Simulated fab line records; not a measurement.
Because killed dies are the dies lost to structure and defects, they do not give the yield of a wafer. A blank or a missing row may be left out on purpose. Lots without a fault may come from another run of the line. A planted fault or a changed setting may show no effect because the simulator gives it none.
Which tool is to blame? :: flow nand_harc :: 12 lots, 36 wafers sampled, at 5 steps of a route of 1302

## WHAT EACH GAUGE READ, for each wafer
NHARC_END_SORT_01.
lot: L956
measured: day 24 18:29
on: prober-02
defect_limited_yield (%): 96.9 97.0 97.6
killed_at_array: 19 19 12
killed_at_other: 1 1 1
killed_at_periphery: 1 0 3
killed_dies: 21 20 16
killed_open: 3 5 2
killed_short: 2 1 1
sort_bin_2_pct (%): 1.2 0.6 0.7
sort_bin_3_pct (%): 0.3 0.1 0.1
sort_bin_4_pct (%): 1.6 2.2 1.5
sort_n_pass: 656 657 661
sort_rim_yield_pct (%): 98 96 96
sort_yield_pct (%): 96.9 97.0 97.6

lot: L957
measured: day 24 19:16
on: prober-01
defect_limited_yield (%): 88.6 90.8 88.8
killed_at_array: 67 54 69
killed_at_other: 2 5 3
killed_at_periphery: 8 3 4
killed_dies: 77 62 76
killed_open: 6 1 1
killed_short: 1 3 4
sort_bin_2_pct (%): 6.2 3.1 4.4
sort_bin_3_pct (%): 0.9 0.9 0.3
sort_bin_4_pct (%): 4.3 5.2 6.5
sort_n_pass: 600 615 601
sort_rim_yield_pct (%): 99 97 94
sort_yield_pct (%): 88.6 90.8 88.8

lot: L958
measured: day 25 18:50
on: prober-01
defect_limited_yield (%): 92.0 91.4 93.2
killed_at_array: 53 51 44
killed_at_other: 0 3 0
killed_at_periphery: 1 4 2
killed_dies: 54 58 46
killed_open: 4 7 4
killed_short: 4 1 2
sort_bin_2_pct (%): 3.7 3.0 2.4
sort_bin_3_pct (%): 1.2 1.5 0.3
sort_bin_4_pct (%): 3.1 4.1 4.1
sort_n_pass: 623 619 631
sort_rim_yield_pct (%): 96 94 95
sort_yield_pct (%): 92.0 91.4 93.2

lot: L964
measured: day 27 05:55
on: prober-01
defect_limited_yield (%): 91.0 90.3 89.1
killed_at_array: 60 62 73
killed_at_other: 0 0 0
killed_at_periphery: 1 4 1
killed_dies: 61 66 74
killed_open: 3 5 5
killed_short: 4 6 3
sort_bin_2_pct (%): 4.4 4.0 4.0
sort_bin_3_pct (%): 0.6 1.2 0.6
sort_bin_4_pct (%): 4.0 4.6 6.4
sort_n_pass: 616 611 603
sort_rim_yield_pct (%): 95 97 92
sort_yield_pct (%): 91.0 90.3 89.1

lot: L963
measured: day 27 13:31
on: prober-02
defect_limited_yield (%): 89.5 89.7 89.8
killed_at_array: 68 68 68
killed_at_other: 0 0 0
killed_at_periphery: 3 2 1
killed_dies: 71 70 69
killed_open: 3 5 2
killed_short: 1 3 1
sort_bin_2_pct (%): 1.9 3.7 5.0
sort_bin_3_pct (%): 1.6 0.6 0.4
sort_bin_4_pct (%): 6.9 6.1 4.7
sort_n_pass: 606 607 608
sort_rim_yield_pct (%): 93 93 92
sort_yield_pct (%): 89.5 89.7 89.8

lot: L966
measured: day 28 12:04
on: prober-02
defect_limited_yield (%): 96.9 95.6 96.5
killed_at_array: 19 29 22
killed_at_other: 1 0 1
killed_at_periphery: 1 1 1
killed_dies: 21 30 24
killed_open: 3 3 5
killed_short: 2 3 1
sort_bin_2_pct (%): 1.0 1.8 0.9
sort_bin_3_pct (%): 0 0 0
sort_bin_4_pct (%): 2.1 2.7 2.7
sort_n_pass: 656 647 653
sort_rim_yield_pct (%): 95 98 94
sort_yield_pct (%): 96.9 95.6 96.5

lot: L965
measured: day 28 12:04
on: prober-01
defect_limited_yield (%): 89.7 90.0 87.6
killed_at_array: 67 64 81
killed_at_other: 1 1 1
killed_at_periphery: 2 3 2
killed_dies: 70 68 84
killed_open: 4 4 2
killed_short: 1 2 4
sort_bin_2_pct (%): 3.0 3.0 3.7
sort_bin_3_pct (%): 1.3 1.3 1.0
sort_bin_4_pct (%): 6.1 5.8 7.7
sort_n_pass: 607 609 593
sort_rim_yield_pct (%): 92 92 97
sort_yield_pct (%): 89.7 90.0 87.6

lot: L972
measured: day 31 10:37
on: prober-01
defect_limited_yield (%): 0 0 0
killed_at_array: 50 72 59
killed_at_other: 619 599 613
killed_at_periphery: 8 6 5
killed_dies: 677 677 677
killed_open: 5 6 2
killed_short: 6 3 4
sort_bin_2_pct (%): 94.1 92.5 93.9
sort_bin_3_pct (%): 1.3 1.0 0.4
sort_bin_4_pct (%): 4.6 6.5 5.6
sort_n_pass: 0 0 0
sort_rim_yield_pct (%): 0 0 0
sort_yield_pct (%): 0 0 0

lot: L975
measured: day 31 20:42
on: prober-02
defect_limited_yield (%): 0 0 0
killed_at_array: 51 66 33
killed_at_other: 621 611 643
killed_at_periphery: 5 0 1
killed_dies: 677 677 677
killed_open: 6 1 3
killed_short: 7 3 4
sort_bin_2_pct (%): 93.8 92.9 96.6
sort_bin_3_pct (%): 0.4 0.6 0.6
sort_bin_4_pct (%): 5.8 6.5 2.8
sort_n_pass: 0 0 0
sort_rim_yield_pct (%): 0 0 0
sort_yield_pct (%): 0 0 0

lot: L973
measured: day 31 19:50
on: prober-01
defect_limited_yield (%): 0 0 0
killed_at_array: 55 50 49
killed_at_other: 621 623 625
killed_at_periphery: 1 4 3
killed_dies: 677 677 677
killed_open: 1 4 0
killed_short: 3 2 0
sort_bin_2_pct (%): 95.0 94.5 96.0
sort_bin_3_pct (%): 0.6 1.3 0.6
sort_bin_4_pct (%): 4.4 4.1 3.4
sort_n_pass: 0 0 0
sort_rim_yield_pct (%): 0 0 0
sort_yield_pct (%): 0 0 0

lot: L979
measured: day 34 04:38
on: prober-02
defect_limited_yield (%): 94.7 89.7 92.0
killed_at_array: 35 65 53
killed_at_other: 0 1 0
killed_at_periphery: 1 4 1
killed_dies: 36 70 54
killed_open: 6 6 5
killed_short: 6 2 3
sort_bin_2_pct (%): 1.8 3.4 2.8
sort_bin_3_pct (%): 0.3 1.2 0.7
sort_bin_4_pct (%): 3.2 5.8 4.4
sort_n_pass: 641 607 623
sort_rim_yield_pct (%): 90 98 91
sort_yield_pct (%): 94.7 89.7 92.0

lot: L978
measured: day 34 23:04
on: prober-01
defect_limited_yield (%): 96.0 95.9 97.3
killed_at_array: 25 27 18
killed_at_other: 0 0 0
killed_at_periphery: 2 1 0
killed_dies: 27 28 18
killed_open: 3 3 1
killed_short: 3 4 1
sort_bin_2_pct (%): 1.2 1.8 0.7
sort_bin_3_pct (%): 0.1 0.3 0.1
sort_bin_4_pct (%): 2.7 2.1 1.8
sort_n_pass: 650 649 659
sort_rim_yield_pct (%): 97 95 98
sort_yield_pct (%): 96.0 95.9 97.3

## TOOL THAT RAN EACH LOT (tool first, then ch and the chambers of the sampled wafers, then the start)
lot: L956
NHARC_THIN_TSV_DEP_43: pecvd-01 ch 0,2, day 23 23:59
NHARC_THIN_TSV_ETCH_44: rie_diel-07 ch 0,2,3, day 24 01:05
NHARC_THIN_TSV_ETCH_15: rie_si-05 ch 1,2,3, day 24 01:33
NHARC_THIN_TSV_STRIP_45: plasma_asher-01 ch 0,1, day 24 01:47

lot: L957
NHARC_THIN_TSV_DEP_43: pecvd-04 ch 1,2, day 24 01:08
NHARC_THIN_TSV_ETCH_44: rie_diel-08 ch 1,3, day 24 02:13
NHARC_THIN_TSV_ETCH_15: rie_si-03 ch 0,1,3, day 24 02:45
NHARC_THIN_TSV_STRIP_45: plasma_asher-02 ch 0,1, day 24 03:03

lot: L958
NHARC_THIN_TSV_DEP_43: pecvd-03 ch 0,1, day 24 23:25
NHARC_THIN_TSV_ETCH_44: rie_diel-07 ch 0,1, day 25 00:24
NHARC_THIN_TSV_ETCH_15: rie_si-06 ch 0,2, day 25 00:59
NHARC_THIN_TSV_STRIP_45: plasma_asher-02 ch 0,1, day 25 01:19

lot: L964
NHARC_THIN_TSV_DEP_43: pecvd-01 ch 0,2, day 26 13:47
NHARC_THIN_TSV_ETCH_44: rie_diel-07 ch 0,1,3, day 26 15:02
NHARC_THIN_TSV_ETCH_15: rie_si-05 ch 0,1,3, day 26 15:34
NHARC_THIN_TSV_STRIP_45: plasma_asher-02 ch 0,1, day 26 15:56

lot: L963
NHARC_THIN_TSV_DEP_43: pecvd-04 ch 0,1,2, day 26 19:15
NHARC_THIN_TSV_ETCH_44: rie_diel-08 ch 0,3, day 26 20:13
NHARC_THIN_TSV_ETCH_15: rie_si-05 ch 1,2, day 26 20:55
NHARC_THIN_TSV_STRIP_45: plasma_asher-02 ch 0,1, day 26 21:14

lot: L966
NHARC_THIN_TSV_DEP_43: pecvd-01 ch 0,1,2, day 27 20:11
NHARC_THIN_TSV_ETCH_44: rie_diel-08 ch 0,1,3, day 27 21:08
NHARC_THIN_TSV_ETCH_15: rie_si-03 ch 0,1,3, day 27 21:44
NHARC_THIN_TSV_STRIP_45: plasma_asher-01 ch 0,1, day 27 21:56

lot: L965
NHARC_THIN_TSV_DEP_43: pecvd-01 ch 1,2, day 27 21:23
NHARC_THIN_TSV_ETCH_44: rie_diel-07 ch 0,1, day 27 22:27
NHARC_THIN_TSV_ETCH_15: rie_si-06 ch 1,2,3, day 27 23:04
NHARC_THIN_TSV_STRIP_45: plasma_asher-01 ch 0,1, day 27 23:17

lot: L972
NHARC_THIN_TSV_DEP_43: pecvd-04 ch 0,1, day 30 19:01
NHARC_THIN_TSV_ETCH_44: rie_diel-08 ch 1,3, day 30 19:58
NHARC_THIN_TSV_ETCH_15: rie_si-06 ch 0,1,3, day 30 20:34
NHARC_THIN_TSV_STRIP_45: plasma_asher-02 ch 0,1, day 30 20:46

lot: L975
NHARC_THIN_TSV_DEP_43: pecvd-03 ch 0,1,2, day 31 03:59
NHARC_THIN_TSV_ETCH_44: rie_diel-07 ch 0,2,3, day 31 05:03
NHARC_THIN_TSV_ETCH_15: rie_si-06 ch 0,2, day 31 05:38
NHARC_THIN_TSV_STRIP_45: plasma_asher-01 ch 0, day 31 05:53

lot: L973
NHARC_THIN_TSV_DEP_43: pecvd-03 ch 0,1, day 31 05:11
NHARC_THIN_TSV_ETCH_44: rie_diel-07 ch 0,1, day 31 06:19
NHARC_THIN_TSV_ETCH_15: rie_si-05 ch 0,3, day 31 06:50
NHARC_THIN_TSV_STRIP_45: plasma_asher-02 ch 0,1, day 31 07:02

lot: L979
NHARC_THIN_TSV_DEP_43: pecvd-03 ch 0,1,2, day 33 10:59
NHARC_THIN_TSV_ETCH_44: rie_diel-08 ch 1,2, day 33 12:07
NHARC_THIN_TSV_ETCH_15: rie_si-03 ch 1,2, day 33 12:38
NHARC_THIN_TSV_STRIP_45: plasma_asher-01 ch 0,1, day 33 12:56

lot: L978
NHARC_THIN_TSV_DEP_43: pecvd-04 ch 0,2, day 34 05:50
NHARC_THIN_TSV_ETCH_44: rie_diel-08 ch 0,2,3, day 34 06:58
NHARC_THIN_TSV_ETCH_15: rie_si-03 ch 1,2, day 34 07:29
NHARC_THIN_TSV_STRIP_45: plasma_asher-02 ch 0,1, day 34 07:49
- NHARC_THIN_TSV_DEP_43: deposits SiO2, target thk 1328.5 nm.
- NHARC_THIN_TSV_ETCH_44: etches the open film in CF4/O2, target depth 1594.2 nm, time 797.1 s.
- NHARC_THIN_TSV_ETCH_15: target depth 3000 nm, bosch target overetch cycles 2, bosch etch step 2.8 s.
- NHARC_THIN_TSV_STRIP_45: strips in O2.

## WHAT THE TOOLS THEMSELVES READ (means of the sampled wafers that have a number; where no wafer has one, the mark that the record gives instead)
NHARC_THIN_TSV_DEP_43.
lot: L956
tool: pecvd-01
throttle_valve_pct (%): 15.7

lot: L957
tool: pecvd-04
throttle_valve_pct (%): 16.0

lot: L958
tool: pecvd-03
throttle_valve_pct (%): 16.1

lot: L964
tool: pecvd-01
throttle_valve_pct (%): 15.6

lot: L963
tool: pecvd-04
throttle_valve_pct (%): 16.0

lot: L966
tool: pecvd-01
throttle_valve_pct (%): 16.0

lot: L965
tool: pecvd-01
throttle_valve_pct (%): 16.2

lot: L972
tool: pecvd-04
throttle_valve_pct (%): 16.2

lot: L975
tool: pecvd-03
throttle_valve_pct (%): 16.3

lot: L973
tool: pecvd-03
throttle_valve_pct (%): 16.4

lot: L979
tool: pecvd-03
throttle_valve_pct (%): 16.1

lot: L978
tool: pecvd-04
throttle_valve_pct (%): 15.5

NHARC_THIN_TSV_ETCH_44.
lot: L956
tool: rie_diel-07
bias_w (W): 798.6
cf4_flow_sccm (sccm): 150.0
drypump_motor_current_A (A): 5.9
oes_product_au (a.u.): 0.995
rf_vpp_V (V): 794
showerhead_plenum_p_Torr (Torr): 1.83
throttle_valve_pct (%): 16.914

lot: L957
tool: rie_diel-08
bias_w (W): 799.8
cf4_flow_sccm (sccm): 150.1
drypump_motor_current_A (A): 5.3
oes_product_au (a.u.): 1.001
rf_vpp_V (V): 795
showerhead_plenum_p_Torr (Torr): 1.84
throttle_valve_pct (%): 16.913

lot: L958
tool: rie_diel-07
bias_w (W): 797.5
cf4_flow_sccm (sccm): 149.9
drypump_motor_current_A (A): 6.0
oes_product_au (a.u.): 1.013
rf_vpp_V (V): 793
showerhead_plenum_p_Torr (Torr): 1.81
throttle_valve_pct (%): 16.918

lot: L964
tool: rie_diel-07
bias_w (W): 802.8
cf4_flow_sccm (sccm): 150.2
drypump_motor_current_A (A): 5.8
oes_product_au (a.u.): 1.011
rf_vpp_V (V): 794
showerhead_plenum_p_Torr (Torr): 1.80
throttle_valve_pct (%): 16.916

lot: L963
tool: rie_diel-08
bias_w (W): 800.0
cf4_flow_sccm (sccm): 150.4
drypump_motor_current_A (A): 5.0
oes_product_au (a.u.): 1.006
rf_vpp_V (V): 795
showerhead_plenum_p_Torr (Torr): 1.83
throttle_valve_pct (%): 16.925

lot: L966
tool: rie_diel-08
bias_w (W): 801.6
cf4_flow_sccm (sccm): 149.8
drypump_motor_current_A (A): 5.4
oes_product_au (a.u.): 1.002
rf_vpp_V (V): 794
showerhead_plenum_p_Torr (Torr): 1.81
throttle_valve_pct (%): 16.910

lot: L965
tool: rie_diel-07
bias_w (W): 801.6
cf4_flow_sccm (sccm): 150.4
drypump_motor_current_A (A): 5.8
oes_product_au (a.u.): 1.017
rf_vpp_V (V): 797
showerhead_plenum_p_Torr (Torr): 1.88
throttle_valve_pct (%): 16.918

lot: L972
tool: rie_diel-08
bias_w (W): -
cf4_flow_sccm (sccm): -
drypump_motor_current_A (A): -
oes_product_au (a.u.): -
rf_vpp_V (V): -
showerhead_plenum_p_Torr (Torr): -
throttle_valve_pct (%): -

lot: L975
tool: rie_diel-07
bias_w (W): -
cf4_flow_sccm (sccm): -
drypump_motor_current_A (A): -
oes_product_au (a.u.): -
rf_vpp_V (V): -
showerhead_plenum_p_Torr (Torr): -
throttle_valve_pct (%): -

lot: L973
tool: rie_diel-07
bias_w (W): -
cf4_flow_sccm (sccm): -
drypump_motor_current_A (A): -
oes_product_au (a.u.): -
rf_vpp_V (V): -
showerhead_plenum_p_Torr (Torr): -
throttle_valve_pct (%): -

lot: L979
tool: rie_diel-08
bias_w (W): 799.1
cf4_flow_sccm (sccm): 150.3
drypump_motor_current_A (A): 6.0
oes_product_au (a.u.): 0.984
rf_vpp_V (V): 795
showerhead_plenum_p_Torr (Torr): 1.84
throttle_valve_pct (%): 16.917

lot: L978
tool: rie_diel-08
bias_w (W): 800.2
cf4_flow_sccm (sccm): 149.6
drypump_motor_current_A (A): 5.5
oes_product_au (a.u.): 1.001
rf_vpp_V (V): 795
showerhead_plenum_p_Torr (Torr): 1.84
throttle_valve_pct (%): 16.914

NHARC_THIN_TSV_ETCH_15.
lot: L956
tool: rie_si-05
drypump_motor_current_A (A): 5.5

lot: L957
tool: rie_si-03
drypump_motor_current_A (A): 5.8

lot: L958
tool: rie_si-06
drypump_motor_current_A (A): 6.1

lot: L964
tool: rie_si-05
drypump_motor_current_A (A): 5.8

lot: L963
tool: rie_si-05
drypump_motor_current_A (A): 5.4

lot: L966
tool: rie_si-03
drypump_motor_current_A (A): 5.8

lot: L965
tool: rie_si-06
drypump_motor_current_A (A): 6.2

lot: L972
tool: rie_si-06
drypump_motor_current_A (A): 6.2

lot: L975
tool: rie_si-06
drypump_motor_current_A (A): 6.1

lot: L973
tool: rie_si-05
drypump_motor_current_A (A): 5.9

lot: L979
tool: rie_si-03
drypump_motor_current_A (A): 5.5

lot: L978
tool: rie_si-03
drypump_motor_current_A (A): 5.4

NHARC_THIN_TSV_STRIP_45.
lot: L956
tool: plasma_asher-01
drypump_motor_current_A (A): 6.0
heater_power_w (W): 353

lot: L957
tool: plasma_asher-02
drypump_motor_current_A (A): 4.9
heater_power_w (W): 384

lot: L958
tool: plasma_asher-02
drypump_motor_current_A (A): 4.9
heater_power_w (W): 375

lot: L964
tool: plasma_asher-02
drypump_motor_current_A (A): 4.9
heater_power_w (W): 371

lot: L963
tool: plasma_asher-02
drypump_motor_current_A (A): 5.1
heater_power_w (W): 395

lot: L966
tool: plasma_asher-01
drypump_motor_current_A (A): 6.0
heater_power_w (W): 351

lot: L965
tool: plasma_asher-01
drypump_motor_current_A (A): 6.2
heater_power_w (W): 350

lot: L972
tool: plasma_asher-02
drypump_motor_current_A (A): 4.9
heater_power_w (W): 373

lot: L975
tool: plasma_asher-01
drypump_motor_current_A (A): 6.3
heater_power_w (W): 336

lot: L973
tool: plasma_asher-02
drypump_motor_current_A (A): 4.9
heater_power_w (W): 378

lot: L979
tool: plasma_asher-01
drypump_motor_current_A (A): 6.1
heater_power_w (W): 362

lot: L978
tool: plasma_asher-02
drypump_motor_current_A (A): 4.9
heater_power_w (W): 386

## THE ANSWER, worked out from the rows above alone
Rule: usual is defined by the lots themselves. The widest of any qualifying gaps counts: lots, ordered by their means at a reading, are off when they make up no more than a third of the lots, leave a main group of 4 or more, and stand apart from it by 3 or more times the standard deviation of that group's means. A main group whose means are all the same, to the digits that the tables above print for the reading, isn't used. Also off: a lot with no number at a reading for which 4 or more lots have one. The other lots that the step has rows for count as sound. Order of review: gauges by route order, followed by the tools' own readings, for which a lot's mean as printed above is used. At the first step where some lot is off, the reading lying furthest off is the one used; lots without a number count as furthest.
Off: L972, L975, L973, at NHARC_END_SORT_01 (killed_at_other). Mean 0.8 and standard deviation 0.98 in the main group.
A tool fits if, at a process step before that reading, it ran every lot that is off, and no sound lot after the first of them. The gauges at NHARC_END_SORT_01 aren't tried: what is off there is off at NHARC_THIN_TSV_ETCH_44 too, on other tools, and a gauge's error can't cause that. No candidate that was tried fits.

## WHAT THE SIMULATOR HAD INSERTED
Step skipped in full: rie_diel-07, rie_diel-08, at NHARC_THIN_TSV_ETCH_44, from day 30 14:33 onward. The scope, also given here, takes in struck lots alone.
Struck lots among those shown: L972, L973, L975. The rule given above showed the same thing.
